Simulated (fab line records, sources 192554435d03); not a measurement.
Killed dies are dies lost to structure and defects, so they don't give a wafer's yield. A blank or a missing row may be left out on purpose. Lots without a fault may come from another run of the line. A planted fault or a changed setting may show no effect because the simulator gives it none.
A struck lot beside a sound one | flow n5_finfet | 20 steps out of a route of 1938
Sound: wafers L778.1, L778.4, L778.5. Struck: wafers L788.1, L788.5, L788.6. The cause comes at the end.
At each step with rows: each side's tool, then ch and its chambers, then its first start. Under that, the readings that differ: sound wafers | struck wafers | difference of the means | sigmas: that difference in standard deviations of wafers without a fault.
alike: readings whose means differ by less than 2 such deviations, and words and numbers that are the same on both sides. not compared: withheld readings, readings that some wafer has no value for, bounds like >300 that may hide the same value, and numbers for which the record gives no deviation and whose values overlap.
The two part at a step that has a row with sigmas, a row that says differs or no value, or rows on one side only. Numbers that don't overlap but have no deviation are shown without sigmas and don't part them. A reading that every wafer of one side lacks parts them only if that side has two wafers or more.

first, 1 step without rows for these wafers: N5_ZERO_LAYER_HARDBAKE_23 (time 120 s).
N5_ZERO_LAYER_CD_MEAS_11: target cd 2000 nm.
  sound on cd_sem-02 ch 0, day 1 18:38; struck on cd_sem-03 ch 0, day 4 06:49
  alike: cd_nm
N5_ZERO_LAYER_DESCUM_16: chemistry O2, time 7.9 s.
  sound on rie_diel-03 ch 1,2,3, day 1 18:41; struck on rie_diel-02 ch 0,3, day 4 06:56
  alike: chamber_pressure_mTorr, drypump_motor_current_A, o2_flow_sccm, oes_product_au, rf_vpp_V, showerhead_plenum_p_Torr, throttle_valve_pct
  not compared: rf_hours_counter_h
N5_ZERO_LAYER_ETCH_17: etches SiO2 in CF4, target depth 12 nm, time 13.3 s.
  sound on rie_diel-03 ch 1,2,3, day 1 18:43; struck on rie_diel-02 ch 0,3, day 4 06:58
  alike: chamber_pressure_mTorr, drypump_motor_current_A, oes_product_au, rf_vpp_V, showerhead_plenum_p_Torr, throttle_valve_pct
  not compared: rf_hours_counter_h
N5_ZERO_LAYER_ETCH_18: etches Si in HBr/Cl2, target depth 120 nm, time 40 s.
  sound on rie_si-04 ch 0,2,3, day 1 18:47; struck on rie_si-04 ch 0,1,3, day 4 07:03
  reading                        | sound             | struck             | difference | sigmas
  chamber_pressure_mTorr (mTorr) | 9.991 9.990 9.977 | 9.994 9.994 10.042 | +0.024     | +2
  alike: HBr_flow_sccm, drypump_motor_current_A, oes_product_au, throttle_valve_pct
  not compared: rf_hours_counter_h
N5_ZERO_LAYER_STRIP_24: strips in O2.
  sound on plasma_asher-01 ch 1, day 1 18:53; struck on plasma_asher-01 ch 0,1, day 4 07:10
  alike: chamber_pressure_mTorr, drypump_motor_current_A, heater_power_w, o2_flow_sccm, oes_product_au, strip_time_to_endpoint_s
  not compared: rf_hours_counter_h
then, 1 step without rows for these wafers: N5_ZERO_LAYER_STRIP_19 (strips in SPM, time 900 s).
N5_ZERO_LAYER_INSPECT_20: inspects for defects (darkfield).
  sound on defect_inspect-01, day 1 19:15; struck on defect_inspect-01, day 4 07:31
  alike: raw_defect_count
then, 4 steps without rows for these wafers: N5_WELL_APT_HMDS_01 (time 60 s); N5_WELL_APT_COAT_02 (resist thk 950 nm); N5_WELL_APT_EBR_04; N5_WELL_APT_SOFTBAKE_03 (time 60 s).
N5_WELL_APT_EXPOSE_05: exposes mask NWELL, defocus 0 nm, target cd 200 nm.
  sound on krf_scanner-01 ch 0, day 1 19:23; struck on krf_scanner-02 ch 0, day 4 07:39
  reading                          | sound                | struck            | difference | sigmas
  model.WELL_APT.overlay_x_nm (nm) | -1.619 -1.619 -1.619 | 68.33 68.33 68.33 | +69.95     |
  alike: mask
then, 3 steps without rows for these wafers: N5_WELL_APT_PEB_06 (peb time 90 s); N5_WELL_APT_DEVELOP_07 (develop time 45 s); N5_WELL_APT_HARDBAKE_12 (time 120 s).
N5_WELL_APT_CD_MEAS_08: target cd 200 nm.
  sound on cd_sem-03 ch 0, day 1 19:34; struck on cd_sem-01 ch 0, day 4 07:49
  alike: cd_nm
N5_WELL_APT_OVL_MEAS_09:
  sound on overlay-02 ch 0, day 1 19:35; struck on overlay-02 ch 0, day 4 07:51
  reading        | sound    | struck   | difference | sigmas
  NWELL_OVL (nm) | -8 -4 -1 | 61 69 76 | +73        | +15
N5_WELL_APT_INSPECT_10: inspects for defects (macro).
  sound on defect_inspect-01, day 1 19:37; struck on defect_inspect-01, day 4 07:52
  alike: raw_defect_count
-- the record jumps here: 7 days lie between the struck wafers' starts before and after (it left off in module WELL_APT and takes up again in module BEOL_M4, whose first step shown is number 1111 of the route) --
N5_BEOL_M4_RC_MEAS_101:
  sound on prober-01 ch 0, day 9 06:11; struck on prober-01 ch 0, day 11 14:42
  reading       | sound          | struck         | difference | sigmas
  DIBL_N (mV/V) | 38.5 37.8 37.7 | 33.7 35.5 33.3 | -3.8       | -3
  alike: DIBL_P, IOFF_N, IOFF_P, ION_N, ION_P, SS_N, SS_P, VT_N, VT_P

WHERE THEY PART
First at N5_ZERO_LAYER_ETCH_18; last, within this record, at N5_BEOL_M4_RC_MEAS_101.

WHY: what the simulator had put in
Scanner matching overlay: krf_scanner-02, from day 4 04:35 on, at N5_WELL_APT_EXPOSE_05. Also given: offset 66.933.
